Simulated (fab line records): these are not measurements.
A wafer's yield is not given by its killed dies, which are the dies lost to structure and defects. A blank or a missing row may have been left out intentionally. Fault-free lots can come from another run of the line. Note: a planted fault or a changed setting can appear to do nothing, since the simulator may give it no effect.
A lot that was struck, set against a sound lot / flow n5Finfet / 25 steps out of a route of 1938
Sound: these wafers, L208.2, L208.5, L208.6. Wafers struck: L217.1, L217.4, L217.6. The cause is given at the end.
Per side, at each step with rows, come the tool, then ch with its chambers, and then its first start. Under that, the readings that differ: sound wafers / struck wafers / difference of the means / sigmas: that difference in standard deviations of wafers without a fault.
alike: readings with means less than 2 such deviations apart, plus words and numbers identical on both sides. not compared: withheld readings, readings lacking a value on some wafer, bounds such as >300 that could conceal the same value, and numbers that have no deviation in the record and whose values overlap.
Wherever a step has rows on one side only, a row that says differs or no value, or a row with sigmas, the two part there. Numbers that have no deviation but don't overlap get no sigmas and don't part them. A reading that every wafer of one side lacks parts them only if that side has two wafers or more.

first, 11 steps without rows for these wafers: N5_MOL_CONTACT_COAG_STRIP_93 (strips in N2/H2); N5_MOL_CONTACT_COAG_ETCHBACK_135 (etches SiO2 in CHF3, target depth 25 nm, time 16.7 s); N5_MOL_CONTACT_COAG_STRIP_118 (strips in CHF3); N5_MOL_CONTACT_COAG_VIA_ETCH_46 (etches SiO2 in C4F6/O2, target depth 46 nm, overetch 9.2 nm, time 40 s); N5_MOL_CONTACT_COAG_STRIP_96 (strips in N2/H2); N5_MOL_CONTACT_COAG_ETCH_47 (etches SiNx in CH3F/O2, stops on W, target depth 27 nm); N5_MOL_CONTACT_COAG_STRIP_119 (strips in N2/H2, time 30 s); N5_MOL_CONTACT_COAG_PRECLEAN_144 (cleans in alkaline clean, time 60 s); N5_MOL_CONTACT_COAG_SRD_145 (time 30 s); N5_MOL_CONTACT_COAG_COAT_62 (time 60 s, resist thk 60 nm); N5_MOL_CONTACT_COAG_COAT_63 (time 60 s, resist thk 10 nm).
N5_MOL_CONTACT_COAG_COAT_64: time 60 s, resist thk 10 nm.
  sound on lithoTrack-01 ch 0, day 5 11:47; struck on lithoTrack-01 ch 0, day 7 18:31
reading=spinSpeedRpm (rpm); sound=1498.7 1500.0 1497.8; struck=1656.6 1657.1 1655.5; difference=+157.6; sigmas=+99 or more
reading=model.underlayer_of_MOL_CONTACT_COAG_COAT_64.thkNm (nm); sound=10 10 10; struck=9.6 9.6 9.4; difference=-0.5; sigmas=
  alike: dispensePressureKPa
then, 7 steps without rows for these wafers: N5_MOL_CONTACT_COAG_COAT_34 (resist thk 40 nm); N5_MOL_CONTACT_COAG_EBR_36; N5_MOL_CONTACT_COAG_SOFTBAKE_35 (time 60 s); N5_MOL_CONTACT_COAG_EXPOSE_37 (exposes mask VD, defocus 0 nm); N5_MOL_CONTACT_COAG_PEB_38 (peb time 60 s); N5_MOL_CONTACT_COAG_DEVELOP_39 (develop time 30 s); N5_MOL_CONTACT_COAG_DESCUM_45 (chemistry O2, time 7 s).
N5_MOL_CONTACT_COAG_ETCH_65: etches underlayer in N2/H2, target depth 13 nm, time 10.4 s.
  sound on rieDiel-06 ch 0,1, day 5 12:42; struck on rieDiel-06 ch 0,1, day 7 18:56
reading=model.CAR-EUV_of_MOL_CONTACT_COAG_COAT_34.thkNm (nm); sound=24.4 24.6 24.6; struck=25.4 25.4 25.4; difference=+0.9; sigmas=
reading=model.etch.depthNm (nm); sound=9.999 9.986 10; struck=9.524 9.513 9.489; difference=-0.486; sigmas=
  alike: drypumpMotorCurrentA, etchRfOnTimeS, n2FlowSccm, oesProductAu, rfVppV, showerheadPlenumPTorr, throttleValvePct
  not compared: rfHoursCounterH
then, 2 steps without rows for these wafers: N5_MOL_CONTACT_COAG_ETCH_66 (etches SiARC in CF4, target depth 13 nm, time 21.7 s); N5_MOL_CONTACT_COAG_ALD_133 (deposits SiO2, target thk 5 nm, pulse time 1 s, co reactant pulse time 1 s).
N5_MOL_CONTACT_COAG_ETCHBACK_134: etches SiO2 in CHF3, target depth 10 nm, time 6.7 s.
  sound on rieDiel-06 ch 0,1,2, day 5 13:01; struck on rieDiel-06 ch 0,1,2, day 7 19:15
reading=model.CAR-EUV_of_MOL_CONTACT_COAG_COAT_34.thkNm (nm); sound=15.4 15.4 15.4; struck=16.4 16.4 16.4; difference=+1.0; sigmas=
  alike: drypumpMotorCurrentA, mfcArSccm, oesProductAu, rfVppV, showerheadPlenumPTorr, throttleValvePct
  not compared: rfHoursCounterH
then, 1 step without rows for these wafers: N5_MOL_CONTACT_COAG_ETCH_67 (etches SOC in N2/H2, target depth 60 nm, overetch 21 nm, time 101.2 s).
-- the record jumps here: 3 days lie between the struck wafers' starts before and after (it left off in module MOL_CONTACT_COAG and takes up again in module BEOL_M4, whose first step shown is number 1111 of the route) --
N5_BEOL_M4_RC_MEAS_101:
  sound on prober-01 ch 0, day 8 17:26; struck on prober-01 ch 0, day 10 16:18
  alike: DIBL_N, DIBL_P, IOFF_N, IOFF_P, ION_N, ION_P, SS_N, SS_P, VT_N, VT_P

== WHERE THEY PART ==
Only at N5_MOL_CONTACT_COAG_COAT_64, within this record. Later steps at which nothing parts them and some readings are alike: N5_MOL_CONTACT_COAG_ETCH_65, N5_MOL_CONTACT_COAG_ETCHBACK_134, N5_BEOL_M4_RC_MEAS_101.

WHY: the cause the simulator had injected
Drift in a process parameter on lithoTrack-01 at N5_MOL_CONTACT_COAG_COAT_64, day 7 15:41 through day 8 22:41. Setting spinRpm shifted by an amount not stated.
